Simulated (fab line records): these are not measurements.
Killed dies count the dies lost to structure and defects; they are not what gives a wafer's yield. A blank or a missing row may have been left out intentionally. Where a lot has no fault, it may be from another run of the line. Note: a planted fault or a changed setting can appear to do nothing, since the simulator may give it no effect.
Which tool did it?	flow n5-finfet	9 lots with 27 wafers sampled at 6 steps, on a route of 1938 steps

== WHAT THE GAUGES SHOWED, per wafer ==
N5_SD_EPI_P_OVL_MEAS_10. Usual: SD_P_BLK_OVL -0.1 nm, standard deviation 0.8.
lot	measured	on	SD_P_BLK_OVL (nm)	flag
L496	day 3 12:28	overlay-02	-1.3 -1.4 -1.3	
L499	day 4 05:28	overlay-02	-0.6 0.5 0.0	
L503	day 5 05:11	overlay-01	-1.0 0.5 0.4	
L506	day 6 00:35	overlay-02	-0.9 -0.4 -1.3	
L507	day 6 06:49	overlay-02	-1.4 -1.1 -1.9	
L510	day 7 01:25	overlay-02	-1.4 0.1 -0.8	
L513	day 7 19:15	overlay-02	0.0 0.6 -0.5	
L514	day 7 23:07	overlay-01	0.2 -0.5 -0.3	
L517	day 8 18:34	overlay-02	-0.8 -0.5 -1.0	

N5_ILD0_INSPECT_06: inspects for defects (darkfield). Usual: raw-defect-count 40, standard deviation 19.
lot	measured	on	raw-defect-count	flag
L496	day 3 23:26	defect-inspect-01	30 40 41	
L499	day 4 16:53	defect-inspect-02	40 24 17	
L503	day 5 16:59	defect-inspect-01	35 28 53	
L506	day 6 11:35	defect-inspect-01	43 20 24	
L507	day 6 17:46	defect-inspect-01	399 441 411	OFF
L510	day 7 12:32	defect-inspect-02	369 447 392	OFF
L513	day 8 11:48	defect-inspect-01	41 86 39	
L514	day 8 10:16	defect-inspect-01	41 38 40	
L517	day 9 06:50	defect-inspect-02	44 51 46	

N5_SDB_OVL_MEAS_12. Usual: SDB_OVL -0.2 nm, standard deviation 0.75.
lot	measured	on	SDB_OVL (nm)	flag
L496	day 3 23:57	overlay-01	1.3 0.5 0.3	
L499	day 4 17:24	overlay-02	-1.2 -0.6 0.0	
L503	day 5 17:22	overlay-02	-1.2 -0.4 -0.9	
L506	day 6 11:59	overlay-02	-0.5 0.0 -1.5	
L507	day 6 18:17	overlay-01	0.3 0.5 -0.7	
L510	day 7 13:03	overlay-01	-0.3 -1.1 -0.6	
L513	day 8 12:19	overlay-01	-1.1 0.7 0.0	
L514	day 8 10:47	overlay-02	-0.9 0.1 -0.3	
L517	day 9 07:20	overlay-02	0.0 -0.1 -0.1	

N5_BEOL_M4_RC_MEAS_101. Usual: DIBL_N 36.0 mV/V, standard deviation 2; DIBL_P 36.2 mV/V, standard deviation 2.2; IOFF_N 0.16 nA/um, standard deviation 0.034; IOFF_P 0.21 nA/um, standard deviation 0.04; ION_N 675 uA/um, standard deviation 12; ION_P 463 uA/um, standard deviation 7.2; SS_N 71.6 mV/dec, standard deviation 0.6; SS_P 73.3 mV/dec, standard deviation 0.67; VT_N 250 mV, standard deviation 3; VT_P -251 mV, standard deviation 3.4.
lot	measured	on	DIBL_N (mV/V)	DIBL_P (mV/V)	IOFF_N (nA/um)	IOFF_P (nA/um)	ION_N (uA/um)	ION_P (uA/um)	SS_N (mV/dec)	SS_P (mV/dec)	VT_N (mV)	VT_P (mV)	flag
L496	day 8 10:36	prober-01	38.6 37.0 36.2	39.1 37.7 36.8	0.22 0.19 0.18	0.26 0.24 0.22	692 684 683	468 467 464	71.6 71.2 71.8	73.7 73.8 73.9	248 246 245	-250 -248 -250	
L499	day 9 06:21	prober-02	35.2 36.7 34.6	35.2 36.1 35.2	0.14 0.16 0.13	0.18 0.18 0.17	681 673 665	460 455 461	71.1 71.7 70.6	73.5 72.3 72.1	251 251 250	-251 -254 -252	
L503	day 10 05:44	prober-01	36.0 38.7 37.0	34.2 37.7 36.6	0.13 0.18 0.14	0.16 0.20 0.19	669 673 679	453 453 460	71.8 72.5 72.0	73.8 73.7 73.5	254 253 252	-255 -253 -254	
L506	day 11 02:45	prober-01	40.9 40.6 39.4	40.8 40.0 38.3	0.20 0.20 0.18	0.26 0.25 0.22	700 687 697	469 466 470	71.1 71.7 71.0	75.2 74.1 74.0	247 247 249	-249 -249 -250	
L507	day 11 05:12	prober-01	37.9 37.9 35.4	39.9 39.9 36.6	0.20 0.20 0.16	0.28 0.29 0.24	682 694 678	468 481 470	72.1 72.4 71.5	74.6 73.7 73.3	244 245 248	-246 -246 -248	
L510	day 12 04:16	prober-01	35.6 39.0 35.0	35.2 39.3 34.8	0.16 0.24 0.16	0.23 0.31 0.22	679 697 673	463 477 461	71.4 72.2 71.5	73.3 74.0 73.1	251 246 249	-246 -245 -247	
L513	day 14 00:33	prober-01	33.4 39.1 38.7	32.6 40.0 39.9	0.12 0.22 0.21	0.18 0.32 0.30	668 695 685	465 480 468	70.8 72.0 72.5	72.4 74.7 74.8	254 245 247	-252 -243 -247	
L514	day 12 11:17	prober-02	35.3 39.6 34.0	36.7 39.8 33.5	0.16 0.24 0.14	0.24 0.31 0.20	681 696 660	470 475 460	71.8 73.1 71.3	73.5 74.0 72.9	248 248 251	-247 -246 -250	
L517	day 13 23:46	prober-01	39.8 35.9 35.3	39.3 36.6 35.1	0.24 0.17 0.15	0.29 0.23 0.21	696 690 669	470 464 467	72.4 71.0 71.4	74.2 72.5 72.7	243 247 251	-246 -247 -252	

== EACH LOT AND THE TOOL THAT RAN IT (in order: tool; ch and the chambers of the sampled wafers; start) ==
lot	N5_SD_EPI_P_DESCUM_14	N5_ILD0_CMP_12
L496	rie-diel-03 ch 1,3, day 3 12:32	cmp-02 ch 1,2,3, day 3 23:07
L499	rie-diel-03 ch 2,3, day 4 05:31	cmp-03 ch 1,2, day 4 16:36
L503	rie-diel-03 ch 1,2, day 5 05:14	cmp-02 ch 2,3, day 5 16:40
L506	rie-diel-05 ch 1,2,3, day 6 00:38	cmp-02 ch 0,1,3, day 6 11:16
L507	rie-diel-03 ch 0,1,3, day 6 06:54	cmp-02 ch 0,2,3, day 6 17:29
L510	rie-diel-06 ch 0,1,3, day 7 01:29	cmp-02 ch 0,2,3, day 7 12:17
L513	rie-diel-06 ch 1,2, day 7 19:19	cmp-01 ch 1,2, day 8 11:29
L514	rie-diel-03 ch 0,2, day 7 23:11	cmp-03 ch 1,2,3, day 8 10:01
L517	rie-diel-03 ch 0,1, day 8 18:38	cmp-03 ch 1,2,3, day 9 06:32
- N5_SD_EPI_P_DESCUM_14: chemistry O2, time 7.9 s.
- N5_ILD0_CMP_12: polishes SiNx, stops on poly-Si, t overpolish 6 s, target thk 17.67 nm.

== AS READ BY THE TOOLS THEMSELVES (means over the sampled wafers that have a number; for cases with no such wafer, the mark the record gives instead) ==
N5_SD_EPI_P_DESCUM_14. Usual: bias-power-w 20.00 W (standard deviation 0.051); drypump-motor-current-A 5.80 A (standard deviation 0.29); oes-product-au 0.82 a.u. (standard deviation 0.097); rf-fwd-power-W 49.35 W (standard deviation 0.22); rf-vpp-V 243.7 V (standard deviation 1.3); showerhead-plenum-p-Torr 2.13 Torr (standard deviation 0.076); throttle-valve-pct 20.31 % (standard deviation 0.25).
lot	tool	bias-power-w (W)	drypump-motor-current-A (A)	oes-product-au (a.u.)	rf-fwd-power-W (W)	rf-vpp-V (V)	showerhead-plenum-p-Torr (Torr)	throttle-valve-pct (%)	flag
L496	rie-diel-03	20.01	6.02	0.78	49.53	243.9	2.14	20.21	
L499	rie-diel-03	20.00	5.63	0.91	49.31	244.0	2.16	20.15	
L503	rie-diel-03	20.03	6.12	0.81	49.48	245.7	2.21	20.07	
L506	rie-diel-05	20.00	5.87	0.80	49.23	243.8	2.10	20.54	
L507	rie-diel-03	19.99	5.79	0.83	49.24	243.5	2.12	20.30	
L510	rie-diel-06	19.98	5.78	0.79	49.42	243.1	2.09	20.29	
L513	rie-diel-06	20.00	5.70	0.76	49.37	243.7	2.13	20.59	
L514	rie-diel-03	19.98	5.65	0.91	49.16	244.4	2.18	20.23	
L517	rie-diel-03	20.05	5.86	0.84	49.44	244.5	2.16	20.28	

N5_ILD0_CMP_12. Usual: motor-current-A 9.4 A, standard deviation 0.9; overpolish-run-s 6.001 s, standard deviation 0.0089; platen-rpm 51.80 rpm, standard deviation 0.034; slurry-flow-ml-min 150.0, standard deviation 0.48; time-to-endpoint-s 28.2 s, standard deviation 2.6.
lot	tool	motor-current-A (A)	overpolish-run-s (s)	platen-rpm (rpm)	slurry-flow-ml-min	time-to-endpoint-s (s)	flag
L496	cmp-02	9.5	5.990	51.80	150.2	26.4	
L499	cmp-03	8.4	6.003	51.80	149.7	30.8	
L503	cmp-02	9.7	6.008	51.78	150.0	27.9	
L506	cmp-02	9.7	6.000	51.81	150.2	28.6	
L507	cmp-02	9.9	6.004	51.82	150.1	29.3	
L510	cmp-02	9.9	5.998	51.80	149.7	25.9	
L513	cmp-01	8.8	6.001	51.78	150.2	27.3	
L514	cmp-03	9.4	6.000	51.81	150.0	31.9	
L517	cmp-03	9.2	6.008	51.81	149.8	27.6	

== THE ANSWER, worked out from the rows above alone ==
Rule: a lot is off if the mean of its wafers that have a number lies more than 3 standard deviations from the usual mean. A lot without any number at a reading at which 4 lots or more have one is off too. The other lots that the step has rows for count as sound. After the gauges, taken in route order, come the tools' own readings; for these a lot's mean is taken, as printed above. The first step at which some lot is off is used, and at that step the reading that is off furthest; a lot without a number counts as furthest.
Off: L507, L510 (N5_ILD0_INSPECT_06, raw-defect-count).
If a tool, at a process step before that reading, ran all the lots that are off and no sound lot after the first of them, it fits. Gauges at N5_ILD0_INSPECT_06: tried the same way as those tools. One fits: N5_ILD0_CMP_12 on cmp-02. Its last sound lot is L506 (day 6 11:16), its first lot that is off L507 (day 6 17:29): a fault that began between those two fits.

== WHAT HAD BEEN PUT IN BY THE SIMULATOR ==
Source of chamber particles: cmp-02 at N5_ILD0_CMP_12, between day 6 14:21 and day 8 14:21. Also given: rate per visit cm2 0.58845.
Lots struck among those shown: L507, L510. The rule above reached the same finding.
